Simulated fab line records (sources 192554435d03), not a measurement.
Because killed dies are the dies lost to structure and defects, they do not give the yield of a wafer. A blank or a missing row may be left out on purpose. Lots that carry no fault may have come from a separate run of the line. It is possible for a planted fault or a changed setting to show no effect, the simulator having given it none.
A struck lot beside a sound one | flow n5 finfet | 25 steps out of a route of 1938
Sound: wafers L605.1, L605.4, L605.6. Wafers L615.3, L615.4, L615.6 were the ones struck. At the end, the cause is stated.
At each step with rows: each side's tool, then ch and its chambers, then its first start. Under that, the readings that differ: sound wafers | struck wafers | difference of the means | sigmas: that difference in standard deviations of wafers without a fault.
alike: readings with means less than 2 such deviations apart, plus words and numbers identical on both sides. not compared: withheld readings, readings lacking a value on some wafer, bounds such as >300 that could conceal the same value, and numbers that have no deviation in the record and whose values overlap.
The two part at a step that has a row with sigmas, a row that says differs or no value, or rows on one side only. Numbers that don't overlap but have no deviation are shown without sigmas and don't part them. Lack of a reading on every wafer of one side parts them only where that side has two or more wafers.

first, 11 steps without rows for these wafers: N5_BEOL_M15_VIA_ETCH_16 (etches SiO2 in C4F8/O2/Ar, target depth 1792.2 nm); N5_BEOL_M15_STRIP_63 (strips in O2); N5_BEOL_M15_STRIP_64 (strips in O2); N5_BEOL_M15_STRIP_65 (strips in post etch residue remover, time 60 s); N5_BEOL_M15_SRD_66 (time 30 s, dry time 30 s); N5_BEOL_M15_COAT_56 (time 60 s, resist thk 550 nm); N5_BEOL_M15_ETCH_57 (etches SOC in N2/H2, time 750 s); N5_BEOL_M15_COAT_60 (time 60 s, resist thk 89 nm); N5_BEOL_M15_COAT_22 (resist thk 800 nm); N5_BEOL_M15_EBR_24; N5_BEOL_M15_SOFTBAKE_23 (time 60 s).
N5_BEOL_M15_EXPOSE_25: exposes mask M15, target cd 400 nm.
  sound on krf scanner-02 ch 0, day 13 12:03; struck on krf scanner-02 ch 0, day 16 06:14
  reading              | sound             | struck            | difference | sigmas
  exposure dose mJ cm2 | 35.50 35.50 35.46 | 40.74 40.79 40.71 | +5.26      | +24
  alike: mask
then, 3 steps without rows for these wafers: N5_BEOL_M15_PEB_26 (peb time 90 s); N5_BEOL_M15_DEVELOP_27 (develop time 45 s); N5_BEOL_M15_HARDBAKE_32 (time 120 s).
N5_BEOL_M15_CD_MEAS_28: the cd target is 407.6 nm.
  sound on cd sem-03 ch 0, day 13 12:14; struck on cd sem-03 ch 0, day 16 06:24
  reading    | sound             | struck            | difference | sigmas
  cd nm (nm) | 407.4 405.6 407.3 | 429.2 430.3 429.7 | +23.0      | +14
N5_BEOL_M15_DESCUM_33: chemistry O2, time 7.9 s.
  sound on rie diel-01 ch 0,2,3, day 13 12:29; struck on rie diel-06 ch 0,1, day 16 06:29
  reading                   | sound           | struck          | difference | sigmas
  model.BEOL_M15.cd nm (nm) | 407.6 405.6 407 | 429 430.4 429.8 | +23        |
  alike: drypump motor current A, o2 flow sccm, oes product au, rf vpp V, showerhead plenum p Torr, throttle valve pct
  not compared: rf hours counter h
then, 5 steps without rows for these wafers: N5_BEOL_M15_ETCH_61 (etches BARC in N2/H2, target depth 89 nm, overetch 26.7 nm, time 67.9 s); N5_BEOL_M15_TRENCH_ETCH_34 (etches SiO2 in C4F8/O2/Ar, target depth 872.93 nm, time 199 s); N5_BEOL_M15_STRIP_36 (strips in O2); N5_BEOL_M15_STRIP_62 (strips in O2); N5_BEOL_M15_STRIP_37 (strips in O2).
N5_BEOL_M15_ETCH_38: etches SiCN in CF4/N2, target depth 106.4 nm, time 120.5 s.
  sound on rie diel-01 ch 0,1; struck on rie diel-01 ch 2,3
  reading                   | sound             | struck          | difference | sigmas
  model.BEOL_M15.cd nm (nm) | 399.8 398.2 399.4 | 422.2 424 422.8 | +23.9      |
  alike: drypump motor current A, mfc ar sccm, oes product au, rf vpp V, showerhead plenum p Torr, throttle valve pct
  not compared: rf hours counter h
then, 1 step without rows for these wafers: N5_BEOL_M15_PRECLEAN_39 (cleans in residue remover, time 60 s).
N5_PASSIVATION_PROBE_49:
  rows exist in the record for the sound wafers here (prober-01, day 14 06:51), none for the struck ones

== WHERE THEY PART ==
Earliest at N5_BEOL_M15_EXPOSE_25; latest, in this record, at N5_PASSIVATION_PROBE_49.

WHY: what the simulator had put in
Drift in process parameters on krf scanner-02 at N5_BEOL_M15_EXPOSE_25, starting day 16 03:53. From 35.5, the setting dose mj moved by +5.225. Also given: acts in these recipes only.
